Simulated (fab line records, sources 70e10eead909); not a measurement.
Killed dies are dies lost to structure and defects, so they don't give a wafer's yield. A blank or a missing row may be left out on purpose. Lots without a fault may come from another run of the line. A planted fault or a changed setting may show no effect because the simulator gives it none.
fab line records | flow nand_harc
record lots=14 wafers=42 last_day=25
route steps=1159 shown P_M0@275 P_M1@299
lots that met no fault: from a run of the same line without faults
start_h: hours from the record's first day to the start of the lot's first wafer shown | wait_h: hours since the lot's step before | " the same as in the row above | L1.1+2: a row that stands for several wafers | - no value, or no start given | * or withheld: withheld | < > ~ a bound
route shown NAME@n: a module of which the file shows steps, and the number in the route of the first | usual: mean/standard deviation of fault-free wafers | same: alike in all rows | chamber/n: place in a boat | sites: the reading at each site | _std_site: their standard deviation | _edge_site: outer sites' mean less inner sites' | radius_mm: how far each site lies from the wafer's centre | mask NAME#n: copy n | behind: the tool/chamber that last shaped the wafer | hold: why the lot was held/for how many hours/how that ended | device: the transistor (n, p or np) that didn't switch | end of line: the same wafers' tests at the end of the route | a step without rows: its recipe alone | killed: dies lost to structure and defects at the first sort, not the wafer's yield | map: a wafer's dies, x killed, . not, _ none there
set.NAME: the setting as run; set.NAME@STEP: as run at that earlier step | model.NAME: the simulator's own value behind a step, which no gauge read
steps of the route over a sample of lots; a table a step, a row a wafer
services: from which hour (start_h, from the record's first day; less than 0 if before it) a tool's chamber was out of use, for how many hours, and why
## steps
# step NHARC_P_M0_PVD_21
# recipe target_thk_a=300 chamber_pressure_pa=5 power_w=5000 substrate_temp_c=30 time_s=20.49 material=Cu
# usual cathode_dc_power_W=5000.2/0.94 throttle_valve_pct=29.9/1.1
# columns lot.wafer tool chamber start_h wait_h cathode_dc_power_W throttle_valve_pct
L243.2 pvd_sputter-02 - - - 5000.2 29.6
L243.5 " - " " 5000.1 29.6
L243.6 " - " " 5000.3 29.3
L242.3 pvd_sputter-02 - - - 5000.7 29.3
L242.2 " - " " 5001.7 28.9
L242.4 " - " " 5000.4 30.2
L244.2 pvd_sputter-01 - - - 5000.0 30.8
L244.3 " - " " 5000.6 31.6
L244.5 " - " " 4999.5 29.9
L246.3 pvd_sputter-02 - - - 5001.2 29.8
L246.4 " - " " 5000.6 29.1
L246.2 " - " " 5000.6 29.6
L247.1 pvd_sputter-01 - - - 5000.3 31.8
L247.3 " - " " 5000.7 30.7
L247.5 " - " " 4999.7 29.8
L248.2 pvd_sputter-02 - - - 5002.2 29.4
L248.3 " - " " 5000.7 29.5
L248.6 " - " " 5001.1 29.2
L249.1 pvd_sputter-01 - - - 5000.3 30.2
L249.3 " - " " 5000.0 31.1
L249.5 " - " " 4999.4 29.6
L251.1 pvd_sputter-03 - - - 5001.0 30.0
L251.6 " - " " 5001.8 28.2
L251.5 " - " " 4997.8 30.9
L252.2 pvd_sputter-01 - - - 5000.3 29.5
L252.1 " - " " 4999.5 32.4
L252.3 " - " " 5001.6 32.1
L253.3 pvd_sputter-03 - - - 5000.5 31.1
L253.1 " - " " 5001.7 29.9
L253.6 " - " " 5000.5 30.2
L255.2 pvd_sputter-02 - - - 5000.1 29.6
L255.4 " - " " 4998.8 29.1
L255.1 " - " " 5000.2 29.9
L254.2 pvd_sputter-03 - - - 4998.4 30.8
L254.1 " - " " 5000.2 30.3
L254.6 " - " " 5000.1 31.1
L262.2 pvd_sputter-03 - - - 5000.2 28.6
L262.3 " - " " 4998.3 31.1
L262.1 " - " " 5000.4 29.8
L265.3 pvd_sputter-03 - - - 5001.6 28.5
L265.2 " - " " 5000.5 30.8
L265.6 " - " " 5000.7 29.9
# step NHARC_P_M0_ANNEAL_30
# recipe temp_c=225 time_s=90
# usual anneal_temp_c_max=226.1/0.62 wafer_temp_C_max=225.99/0.26
# columns lot.wafer tool chamber start_h wait_h anneal_temp_c_max wafer_temp_C_max
L243.2 rtp_anneal-02 0 129.12 0.3 225.7 225.88
L243.5 " 0 " " 225.9 225.98
L243.6 " 0 " " 226.0 226.28
L242.2 rtp_anneal-01 0 133.57 0.4 227.5 225.95
L242.3 " 0 " " 226.8 226.43
L242.4 " 0 " " 226.9 225.86
L244.2 rtp_anneal-02 0 134.11 - 225.9 226.26
L244.3 " 0 " " 225.6 226.10
L244.5 " 0 " " 225.6 226.07
L246.2 rtp_anneal-02 0 140.06 - 225.8 226.07
L246.3 " 0 " " 226.0 226.04
L246.4 " 0 " " 225.7 225.71
L247.1 rtp_anneal-02 0 140.49 - 225.7 225.76
L247.3 " 0 " " 225.6 225.72
L247.5 " 0 " " 225.9 225.97
L248.2 rtp_anneal-02 0 153.52 0.3 226.0 226.15
L248.3 " 0 " " 225.6 226.10
L248.6 " 0 " " 225.7 225.99
L249.1 rtp_anneal-02 0 160.55 0.3 225.5 225.97
L249.3 " 0 " " 226.0 226.05
L249.5 " 0 " " 225.7 225.94
L251.1 rtp_anneal-02 0 180.27 0.3 225.5 225.69
L251.5 " 0 " " 226.0 226.05
L251.6 " 0 " " 225.5 226.11
L252.1 rtp_anneal-02 0 180.79 - 225.8 226.03
L252.2 " 0 " " 225.6 225.93
L252.3 " 0 " " 225.8 226.08
L253.1 rtp_anneal-01 0 197.89 - 227.3 226.14
L253.3 " 0 " " 226.7 225.87
L253.6 " 0 " " 227.1 226.29
L255.1 rtp_anneal-01 0 198.20 0.3 226.7 226.35
L255.2 " 0 " " 226.8 225.89
L255.4 " 0 " " 226.9 225.97
L254.1 rtp_anneal-01 0 200.09 - 227.0 225.87
L254.2 " 0 " " 227.7 225.36
L254.6 " 0 " " 226.8 226.04
L262.1 rtp_anneal-02 0 236.10 0.3 226.1 226.35
L262.2 " 0 " " 225.7 225.76
L262.3 " 0 " " 225.6 226.13
L265.2 rtp_anneal-02 0 249.93 - 225.8 225.83
L265.3 " 0 " " 225.4 225.61
L265.6 " 0 " " 225.9 226.02
# step NHARC_P_M0_PRE_CLEAN_31
# recipe time_s=12 temp_c=370 rf_power_w=300 gas=NH3
# usual heater_power_w=627/89 rf_fwd_power_W=292.6/0.93
# columns lot.wafer tool chamber start_h wait_h heater_power_w rf_fwd_power_W
L243.2 pecvd-04 0 129.97 0.1 599 293.6
L243.5 " 2 " " 763 292.9
L243.6 " 0 " " 587 292.1
L242.2 pecvd-02 0 134.71 0.3 561 291.9
L242.3 " 2 " " 620 293.6
L242.4 " 0 " " 581 293.6
L244.3 pecvd-04 2 134.97 0.1 753 293.0
L244.2 " 0 " " 549 292.4
L244.5 " 1 " " 677 292.6
L246.3 pecvd-04 0 140.91 0.1 482 293.0
L246.2 " 1 " " 717 292.5
L246.4 " 1 " " 715 292.4
L247.3 pecvd-04 1 141.37 0.1 676 293.4
L247.1 " 2 " " 765 292.2
L247.5 " 0 " " 526 294.3
L248.3 pecvd-04 1 154.36 0.1 587 291.9
L248.2 " 0 " " 600 293.9
L248.6 " 2 " " 689 291.0
L249.1 pecvd-04 2 161.60 0.2 734 292.3
L249.3 " 0 " " 542 292.2
L249.5 " 0 " " 541 293.1
L251.1 pecvd-02 0 181.19 0.1 532 292.1
L251.5 " 1 " " 587 291.6
L251.6 " 2 " " 678 291.6
L252.2 pecvd-03 0 181.67 0.1 642 292.1
L252.3 " 1 " " 450 291.4
L252.1 " 2 " " 593 291.9
L253.3 pecvd-02 0 199.56 0.9 534 292.3
L253.1 " 1 " " 638 292.7
L253.6 " 1 " " 642 291.5
L255.2 pecvd-02 1 200.33 1.3 644 291.4
L255.1 " 0 " " 565 291.9
L255.4 " 2 " " 654 292.0
L254.1 pecvd-03 1 201.33 0.4 473 291.9
L254.2 " 2 " " 647 291.0
L254.6 " 1 " " 492 293.7
L262.3 pecvd-02 2 237.55 0.6 653 292.6
L262.1 " 0 " " 516 292.4
L262.2 " 1 " " 582 292.4
L265.2 pecvd-03 1 250.97 0.3 423 293.3
L265.3 " 2 " " 631 293.5
L265.6 " 2 " " 632 291.8
# step NHARC_P_M1_ETCH_35
# recipe target_depth_a=400 overetch_a=120 time_s=43.94 ion_energy_ev=200 n2_flow_sccm=150 h2_flow_sccm=150 ar_flow_sccm=0 rf_w=400 bias_w=150 chemistry=N2/H2
# usual drypump_motor_current_A=5.8/0.36 oes_product_au=1.001/0.009 rf_fwd_power_W=395.3/2.3 rf_vpp_V=430.8/2.8 run_length_s=65.5/0.43 showerhead_plenum_p_Torr=2.05/0.099 throttle_valve_pct=14.170/0.0093
# columns lot.wafer tool chamber start_h wait_h drypump_motor_current_A oes_product_au rf_fwd_power_W rf_hours_counter_h rf_vpp_V run_length_s showerhead_plenum_p_Torr throttle_valve_pct
L243.2 rie_diel-05 1 131.54 0.1 6.2 1.004 398.5 8.8 430.3 65.5 2.04 14.166
L243.5 " 0 " " 5.7 1.000 393.8 - 427.0 64.9 2.00 14.179
L243.6 " 1 " " 6.2 1.007 399.6 - 429.6 65.6 2.04 14.151
L242.2 rie_diel-03 0 136.29 0.1 5.3 0.999 395.9 1.6 432.9 66.2 2.09 14.150
L242.3 " 1 " " 6.3 1.000 398.3 1.6 424.7 65.2 1.90 14.167
L242.4 " 3 " " 5.4 0.996 398.2 1.7 428.2 65.6 1.92 14.163
L244.2 rie_diel-11 2 136.56 0.1 5.6 1.004 392.9 6.0 430.2 66.3 2.05 14.163
L244.3 " 3 " " 6.0 1.001 393.5 6.9 435.1 65.9 2.14 14.180
L244.5 " 0 " " 5.8 1.002 397.1 - 426.3 65.4 1.90 14.171
L246.4 rie_diel-03 3 142.38 0.1 5.4 0.993 396.6 2.0 428.7 66.0 1.92 14.176
L246.3 " 0 " " 5.3 0.987 394.8 1.9 433.2 66.1 2.09 14.167
L246.2 " 2 " " 5.8 1.014 394.0 2.0 433.6 65.3 2.14 14.155
L247.3 rie_diel-03 3 142.85 0.1 5.4 0.984 397.2 2.1 427.5 65.8 1.92 14.161
L247.1 " 0 " " 5.3 0.998 391.9 2.0 431.2 66.0 2.09 14.163
L247.5 " 2 " " 5.8 0.997 393.4 - 433.0 64.6 2.14 14.176
L248.2 rie_diel-05 1 155.81 0.1 6.2 1.008 397.7 9.3 430.5 65.6 2.04 14.173
L248.3 " 3 " " 6.1 1.015 394.5 9.1 434.5 65.9 2.18 14.165
L248.6 " 2 " " 5.3 1.015 394.4 - 434.0 65.4 2.18 14.166
L249.3 rie_diel-03 2 163.18 0.1 5.8 1.008 392.2 2.5 432.5 64.7 2.14 14.156
L249.1 " 3 " " 5.4 0.988 397.0 2.5 425.6 65.8 1.92 14.181
L249.5 " 1 " " 6.3 0.995 397.6 - 425.3 65.7 1.90 14.171
L251.1 rie_diel-03 2 182.77 0.1 5.8 1.015 394.0 3.1 433.2 65.2 2.14 14.170
L251.6 " 0 " " 5.3 0.995 393.6 - 432.6 65.9 2.09 14.183
L251.5 " 1 " " 6.2 1.006 396.4 - 426.9 65.8 1.90 14.162
L252.3 rie_diel-05 1 183.15 0.1 6.2 1.002 395.8 0.4 431.4 66.1 2.04 14.156
L252.1 " 2 " " 5.2 0.982 394.1 0.5 434.7 65.1 2.18 14.176
L252.2 " 3 " " 6.2 0.998 396.0 0.5 433.1 66.2 2.18 14.167
L253.3 rie_diel-05 2 201.04 0.1 5.3 0.994 393.3 2.6 434.4 65.8 2.18 14.184
L253.1 " 0 " " 5.7 1.007 393.6 2.6 429.7 65.3 2.00 14.181
L253.6 " 3 " " 6.1 1.003 395.3 - 435.3 66.2 2.18 14.175
L255.4 rie_diel-05 0 201.97 0.1 5.6 1.019 - 2.7 429.3 49.2 2.00 14.169
L255.1 " 1 " " 6.1 1.005 397.8 2.6 430.1 65.6 2.04 14.177
L255.2 " 2 " " 5.2 1.003 392.5 2.7 434.6 65.1 2.18 14.177
L254.2 rie_diel-05 0 203.10 0.1 5.7 1.009 - 2.7 431.0 49.6 2.00 14.173
L254.1 " 2 " " 5.2 1.001 393.0 2.7 434.2 65.3 2.18 14.159
L254.6 " 0 " " 5.7 1.010 - - 430.6 49.2 2.00 14.149
L262.2 rie_diel-03 1 239.18 0.1 6.2 0.987 399.5 0.2 426.8 65.3 1.90 14.170
L262.1 " 2 " " 5.8 0.997 394.9 0.2 433.4 64.5 2.14 14.176
L262.3 " 3 " " 5.4 0.997 395.1 0.3 429.1 65.6 1.92 14.159
L265.3 rie_diel-03 1 252.55 0.1 6.3 0.996 398.3 0.6 426.5 65.3 1.90 14.167
L265.2 " 3 " " 5.4 0.983 397.6 0.5 426.7 65.7 1.92 14.165
L265.6 " 0 " " 5.3 0.991 393.4 - 432.2 65.8 2.09 14.164
## services
# columns tool chamber start_h hours kind
pecvd-02 - 104.57 0.7 repair
pecvd-03 - 111.33 13.0 pm
pvd_sputter-03 - 115.49 1.2 repair
rie_diel-03 0 120.80 - clean
rie_diel-03 1 120.80 - clean
rie_diel-05 1 133.10 7.0 repair
pecvd-04 - 148.73 1.8 repair
pecvd-04 - 151.20 1.7 repair
pecvd-02 - 153.27 13.0 pm
rie_diel-05 - 163.62 9.0 pm
pvd_sputter-03 - 165.34 0.6 repair
pecvd-02 - 170.28 0.6 repair
rie_diel-03 3 174.25 3.4 repair
pvd_sputter-01 - 174.45 4.0 repair
rie_diel-11 - 189.50 9.0 pm
pecvd-04 - 195.00 13.0 pm
pvd_sputter-01 - 195.70 8.5 repair
pecvd-03 0 196.69 13.8 repair
rie_diel-11 1 213.78 7.6 repair
pvd_sputter-02 - 214.05 10.0 pm
rie_diel-03 - 215.30 9.0 pm
rie_diel-11 3 225.72 1.7 repair
pecvd-04 0 240.18 6.7 repair
pvd_sputter-01 - 251.09 7.3 repair
## key
first_sign step=NHARC_P_M1_ETCH_35 reading=run_length_s direction=down sigmas=37 usual=* struck=*
effect none on later readings
met_at NHARC_P_M1_ETCH_35
struck_lots L254,L255
struck_wafers L254.2,L254.6,L255.4
sort_left_out L254.2,L254.6,L255.4
not_acting_at NHARC_P_M0_PVD_21,NHARC_P_M0_ANNEAL_30,NHARC_P_M0_PRE_CLEAN_31
onset_between 201.04 201.97
fault kind=process_parameter_drift tool=rie_diel-05 chamber=0 onset_h=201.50 steps=NHARC_P_M1_ETCH_35 channel=time_s offset=* shape=step end_h=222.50 acts_in=* stated=*
# sort_left_out: the simulated sort isn't trusted on such a fault, so these wafers' sort isn't shown, and their yield isn't known
